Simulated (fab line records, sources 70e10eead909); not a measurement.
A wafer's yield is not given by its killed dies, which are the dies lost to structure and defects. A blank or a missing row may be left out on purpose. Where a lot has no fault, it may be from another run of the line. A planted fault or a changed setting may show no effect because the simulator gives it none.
Matching of chambers / flow nand_harc / NHARC_A_STAIRCASE_DESCUM_186 on rie_diel-02 has 4 sister chambers
The step chemistry O2, time 3 s. 20 wafers are shown with their chamber, then 10 later ones without.

WAFERS, EACH WITH ITS CHAMBER
wafer=L075.1; chamber=3; drypump_motor_current_A (A)=5.3; showerhead_plenum_p_Torr (Torr)=1.90; rf_vpp_V (V)=56.8
wafer=L075.2; chamber=0; drypump_motor_current_A (A)=4.9; showerhead_plenum_p_Torr (Torr)=1.77; rf_vpp_V (V)=57.8
wafer=L075.4; chamber=2; drypump_motor_current_A (A)=5.4; showerhead_plenum_p_Torr (Torr)=1.80; rf_vpp_V (V)=56.0
wafer=L079.1; chamber=3; drypump_motor_current_A (A)=5.4; showerhead_plenum_p_Torr (Torr)=1.89; rf_vpp_V (V)=56.6
wafer=L079.4; chamber=1; drypump_motor_current_A (A)=5.7; showerhead_plenum_p_Torr (Torr)=1.84; rf_vpp_V (V)=56.9
wafer=L079.5; chamber=1; drypump_motor_current_A (A)=5.6; showerhead_plenum_p_Torr (Torr)=1.84; rf_vpp_V (V)=58.0
wafer=L081.2; chamber=1; drypump_motor_current_A (A)=5.7; showerhead_plenum_p_Torr (Torr)=1.84; rf_vpp_V (V)=58.0
wafer=L081.5; chamber=2; drypump_motor_current_A (A)=5.4; showerhead_plenum_p_Torr (Torr)=1.80; rf_vpp_V (V)=57.1
wafer=L081.6; chamber=1; drypump_motor_current_A (A)=5.7; showerhead_plenum_p_Torr (Torr)=1.84; rf_vpp_V (V)=57.9
wafer=L082.1; chamber=0; drypump_motor_current_A (A)=4.9; showerhead_plenum_p_Torr (Torr)=2.07; rf_vpp_V (V)=58.8
wafer=L082.2; chamber=3; drypump_motor_current_A (A)=5.4; showerhead_plenum_p_Torr (Torr)=1.89; rf_vpp_V (V)=57.2
wafer=L082.6; chamber=1; drypump_motor_current_A (A)=5.7; showerhead_plenum_p_Torr (Torr)=1.84; rf_vpp_V (V)=58.4
wafer=L084.1; chamber=1; drypump_motor_current_A (A)=5.7; showerhead_plenum_p_Torr (Torr)=1.84; rf_vpp_V (V)=56.8
wafer=L084.3; chamber=0; drypump_motor_current_A (A)=4.9; showerhead_plenum_p_Torr (Torr)=2.07; rf_vpp_V (V)=58.5
wafer=L084.6; chamber=3; drypump_motor_current_A (A)=5.4; showerhead_plenum_p_Torr (Torr)=1.89; rf_vpp_V (V)=56.6
wafer=L086.2; chamber=0; drypump_motor_current_A (A)=4.9; showerhead_plenum_p_Torr (Torr)=2.07; rf_vpp_V (V)=58.2
wafer=L086.4; chamber=0; drypump_motor_current_A (A)=4.9; showerhead_plenum_p_Torr (Torr)=2.07; rf_vpp_V (V)=57.9
wafer=L086.6; chamber=3; drypump_motor_current_A (A)=5.4; showerhead_plenum_p_Torr (Torr)=1.88; rf_vpp_V (V)=58.3
wafer=L087.2; chamber=2; drypump_motor_current_A (A)=5.4; showerhead_plenum_p_Torr (Torr)=1.79; rf_vpp_V (V)=56.9
wafer=L087.3; chamber=3; drypump_motor_current_A (A)=5.4; showerhead_plenum_p_Torr (Torr)=1.88; rf_vpp_V (V)=57.2

SIGNATURES (means of the wafers above)
reading=drypump_motor_current_A; chamber 0=4.900; chamber 1=5.683; chamber 2=5.400; chamber 3=5.383; scatter within a chamber=0.0323
reading=showerhead_plenum_p_Torr; chamber 0=2.0100; chamber 1=1.8400; chamber 2=1.7967; chamber 3=1.8883; scatter within a chamber=0.0672
reading=rf_vpp_V; chamber 0=58.240; chamber 1=57.667; chamber 2=56.667; chamber 3=57.117; scatter within a chamber=0.591
Rule: distance of a wafer from a chamber = root of the sum over the readings of ((wafer's reading minus chamber's mean) / reading's scatter) squared. If the next closest chamber is less than 2 further off than the closest, the wafer can't be placed; otherwise it belongs to the closest. How the scatter is found: for the shown wafers, subtract from each reading the mean of its chamber, square and add these, divide the total by (wafers less chambers), then take the root.

WAFERS WHOSE CHAMBER IS MISSING
wafer=L087.5; drypump_motor_current_A (A)=4.9; showerhead_plenum_p_Torr (Torr)=2.07; rf_vpp_V (V)=58.2
wafer=L090.2; drypump_motor_current_A (A)=5.4; showerhead_plenum_p_Torr (Torr)=1.79; rf_vpp_V (V)=56.6
wafer=L090.3; drypump_motor_current_A (A)=5.7; showerhead_plenum_p_Torr (Torr)=1.83; rf_vpp_V (V)=57.1
wafer=L090.4; drypump_motor_current_A (A)=4.9; showerhead_plenum_p_Torr (Torr)=2.06; rf_vpp_V (V)=58.6
wafer=L091.2; drypump_motor_current_A (A)=4.9; showerhead_plenum_p_Torr (Torr)=2.06; rf_vpp_V (V)=58.4
wafer=L091.4; drypump_motor_current_A (A)=5.4; showerhead_plenum_p_Torr (Torr)=1.88; rf_vpp_V (V)=56.9
wafer=L091.5; drypump_motor_current_A (A)=5.4; showerhead_plenum_p_Torr (Torr)=1.88; rf_vpp_V (V)=57.2
wafer=L096.2; drypump_motor_current_A (A)=4.9; showerhead_plenum_p_Torr (Torr)=2.06; rf_vpp_V (V)=56.9
wafer=L096.5; drypump_motor_current_A (A)=5.7; showerhead_plenum_p_Torr (Torr)=1.83; rf_vpp_V (V)=57.5
wafer=L096.6; drypump_motor_current_A (A)=5.4; showerhead_plenum_p_Torr (Torr)=1.78; rf_vpp_V (V)=57.3

EACH ONE'S CHAMBER
wafer=L087.5; from the rows above=0; in truth=0
wafer=L090.2; from the rows above=can't be placed: 2 or 3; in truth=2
wafer=L090.3; from the rows above=1; in truth=1
wafer=L090.4; from the rows above=0; in truth=0
wafer=L091.2; from the rows above=0; in truth=0
wafer=L091.4; from the rows above=can't be placed: 3 or 2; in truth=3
wafer=L091.5; from the rows above=can't be placed: 3 or 2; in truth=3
wafer=L096.2; from the rows above=0; in truth=0
wafer=L096.5; from the rows above=1; in truth=1
wafer=L096.6; from the rows above=can't be placed: 2 or 3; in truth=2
Correctly placed: 6 of 10. From these rows, 4 cannot be placed; in 4 the true chamber is one of the candidates. 0 placed wrongly.
